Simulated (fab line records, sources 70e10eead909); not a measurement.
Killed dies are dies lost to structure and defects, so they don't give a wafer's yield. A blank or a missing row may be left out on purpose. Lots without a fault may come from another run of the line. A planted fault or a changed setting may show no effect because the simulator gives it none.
A struck lot beside a sound one | flow nand_harc | 14 steps out of a route of 1159
Sound: wafers L560.1, L560.5, L560.6. Struck: wafer L573.5. (L573.3, L573.6 of the same lot were not struck and are left out.) The cause comes at the end.
At each step with rows: each side's tool, then ch and its chambers, then its first start. Under that, the readings that differ: sound wafers | struck wafers | difference of the means | sigmas: that difference in standard deviations of wafers without a fault.
alike: readings whose means differ by less than 2 such deviations, and words and numbers that are the same on both sides. not compared: withheld readings, readings that some wafer has no value for, bounds like >300 that may hide the same value, and numbers for which the record gives no deviation and whose values overlap.
The two part at a step that has a row with sigmas, a row that says differs or no value, or rows on one side only. Numbers that don't overlap but have no deviation are shown without sigmas and don't part them. A reading that every wafer of one side lacks parts them only if that side has two wafers or more.

first, 1 step without rows for these wafers: NHARC_A_STAIRCASE_TRIM_12 (chemistry O2, time 211.2 s).
NHARC_A_STAIRCASE_ETCH_13: etches the open film in C4F8/O2, target depth 100 nm, time 40.5 s.
  sound on rie_diel-11 ch 0,1,3; struck on rie_diel-13 ch 2
  alike: bias_w, oes_product_au, rf_vpp_V
  not compared: rf_hours_counter_h
NHARC_A_STAIRCASE_TRIM_14: chemistry O2, time 211.2 s.
  sound on rie_diel-11 ch 0,1,3; struck on rie_diel-13 ch 0
  reading                     | sound             | struck | difference | sigmas
  drypump_motor_current_A (A) | 5.8 5.4 5.8       | 6.6    | +0.9       | +2
  oes_product_au (a.u.)       | 0.983 1.000 0.979 | 1.027  | +0.040     | +3
  alike: mfc_ar_sccm, rf_vpp_V, showerhead_plenum_p_Torr, throttle_valve_pct
  not compared: rf_hours_counter_h
then, 2 steps without rows for these wafers: NHARC_A_STAIRCASE_ETCH_15 (etches the open film in C4F8/O2, target depth 100 nm, time 40.5 s); NHARC_A_STAIRCASE_TRIM_16 (chemistry O2, time 211.2 s).
NHARC_A_STAIRCASE_ETCH_17: etches the open film in C4F8/O2, target depth 100 nm, time 40.5 s.
  sound on rie_diel-11 ch 0,1,3; struck on rie_diel-13 ch 3
  alike: bias_w, oes_product_au, rf_vpp_V
  not compared: rf_hours_counter_h
NHARC_A_STAIRCASE_TRIM_18: chemistry O2, time 211.2 s.
  sound on rie_diel-11 ch 0,1,3; struck on rie_diel-13 ch 0
  reading                     | sound             | struck | difference | sigmas
  drypump_motor_current_A (A) | 5.8 5.4 5.8       | 6.7    | +1.0       | +3
  oes_product_au (a.u.)       | 0.994 1.000 0.973 | 1.025  | +0.036     | +3
  alike: mfc_ar_sccm, rf_vpp_V, showerhead_plenum_p_Torr, throttle_valve_pct
  not compared: rf_hours_counter_h
then, 4 steps without rows for these wafers: NHARC_A_STAIRCASE_ETCH_19 (etches the open film in C4F8/O2, target depth 100 nm, time 40.5 s); NHARC_A_STAIRCASE_TRIM_20 (chemistry O2, time 211.2 s); NHARC_A_STAIRCASE_ETCH_21 (etches the open film in C4F8/O2, target depth 100 nm, time 40.5 s); NHARC_A_STAIRCASE_TRIM_22 (chemistry O2, time 211.2 s).
NHARC_A_STAIRCASE_ETCH_23: etches the open film in C4F8/O2, target depth 100 nm, time 40.5 s.
  sound on rie_diel-13 ch 1,2,3, day 11 04:44; struck on rie_diel-13 ch 0, day 14 10:46
  reading               | sound             | struck | difference | sigmas
  oes_product_au (a.u.) | 0.952 0.957 0.961 | 0.783  | -0.174     | -10
  alike: bias_w, rf_vpp_V
  not compared: rf_hours_counter_h
NHARC_A_STAIRCASE_TRIM_24: chemistry O2, time 211.2 s.
  sound on rie_diel-13 ch 1,2,3; struck on rie_diel-13 ch 2
  alike: drypump_motor_current_A, mfc_ar_sccm, oes_product_au, rf_vpp_V, showerhead_plenum_p_Torr, throttle_valve_pct
  not compared: rf_hours_counter_h
-- the record jumps here: 8 days lie between the struck wafers' starts before and after (it left off in module A_STAIRCASE and takes up again in module END, whose first step shown is number 1159 of the route) --
NHARC_END_SORT_01:
  the record has rows for the struck wafers here (prober-02 ch 0, day 22 16:44) and none for the sound ones

WHERE THEY PART
First at NHARC_A_STAIRCASE_TRIM_14; last, within this record, at NHARC_END_SORT_01.

WHY: what the simulator had put in
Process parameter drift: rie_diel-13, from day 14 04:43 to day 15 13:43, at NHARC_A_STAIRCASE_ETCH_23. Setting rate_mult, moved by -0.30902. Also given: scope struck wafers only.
